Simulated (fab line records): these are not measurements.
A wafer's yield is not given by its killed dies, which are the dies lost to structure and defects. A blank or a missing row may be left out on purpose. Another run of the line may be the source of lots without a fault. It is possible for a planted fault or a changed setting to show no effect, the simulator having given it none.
Matching of chambers	flow n5_finfet	N5_BEOL_M1_ETCH_64 on rie_diel-03: 4 sister chambers
The step etches SOC in N2/H2, target depth 75 nm, overetch 15 nm, time 112.5 s. 18 wafers are shown with their chamber, then 9 later ones without.

WAFERS, EACH WITH ITS CHAMBER
wafer	chamber	showerhead_plenum_p_Torr (Torr)	throttle_valve_pct (%)	drypump_motor_current_A (A)
L077.3	3	2.65	18.6	5.9
L077.4	2	2.45	17.5	5.2
L077.6	3	2.65	18.5	5.9
L075.3	2	2.45	17.5	5.2
L075.4	2	2.45	17.5	5.2
L075.6	0	2.70	17.5	5.3
L078.2	0	2.70	17.5	5.2
L078.4	2	2.45	17.5	5.2
L078.5	0	2.70	17.5	5.3
L082.1	0	2.70	17.5	5.2
L082.4	2	2.45	17.5	5.2
L082.5	0	2.70	17.5	5.2
L083.1	3	2.64	18.6	5.8
L083.2	1	2.68	17.3	6.0
L083.5	2	2.45	17.5	5.2
L086.1	1	2.68	17.4	6.0
L086.2	3	2.64	18.6	5.9
L086.4	1	2.68	17.3	6.0

SIGNATURES (means of the wafers above)
reading	chamber 0	chamber 1	chamber 2	chamber 3	scatter within a chamber
showerhead_plenum_p_Torr	2.7000	2.6800	2.4500	2.6450	0.00267
throttle_valve_pct	17.500	17.333	17.500	18.575	0.0318
drypump_motor_current_A	5.240	6.000	5.200	5.875	0.0373
Rule: for each reading, subtract the chamber's mean from the wafer's reading, divide by that reading's scatter and square the result; add these up over the readings and take the root, which gives the wafer's distance from the chamber. If the next closest chamber is less than 2 further off than the closest, the wafer can't be placed; otherwise it belongs to the closest. How the scatter is found: for the shown wafers, subtract from each reading the mean of its chamber, square and add these, divide the total by (wafers less chambers), then take the root.

WAFERS WITHOUT THEIR CHAMBER
wafer	showerhead_plenum_p_Torr (Torr)	throttle_valve_pct (%)	drypump_motor_current_A (A)
L087.1	2.69	17.5	5.2
L087.2	2.64	18.6	5.9
L087.6	2.68	17.4	6.0
L094.4	2.44	17.5	5.3
L094.5	2.67	17.4	6.0
L094.6	2.69	17.5	5.2
L096.1	2.64	18.2	5.8
L096.2	2.67	17.4	6.0
L096.4	2.69	17.5	5.2

CHAMBER TAKEN BY EACH
wafer	from the rows above	in truth
L087.1	0	0
L087.2	3	3
L087.6	1	1
L094.4	2	2
L094.5	1	1
L094.6	0	0
L096.1	3	3
L096.2	1	1
L096.4	0	0
Correct placement for 9 of the 9. Can't be placed from these rows: 0. Placed wrongly: 0.
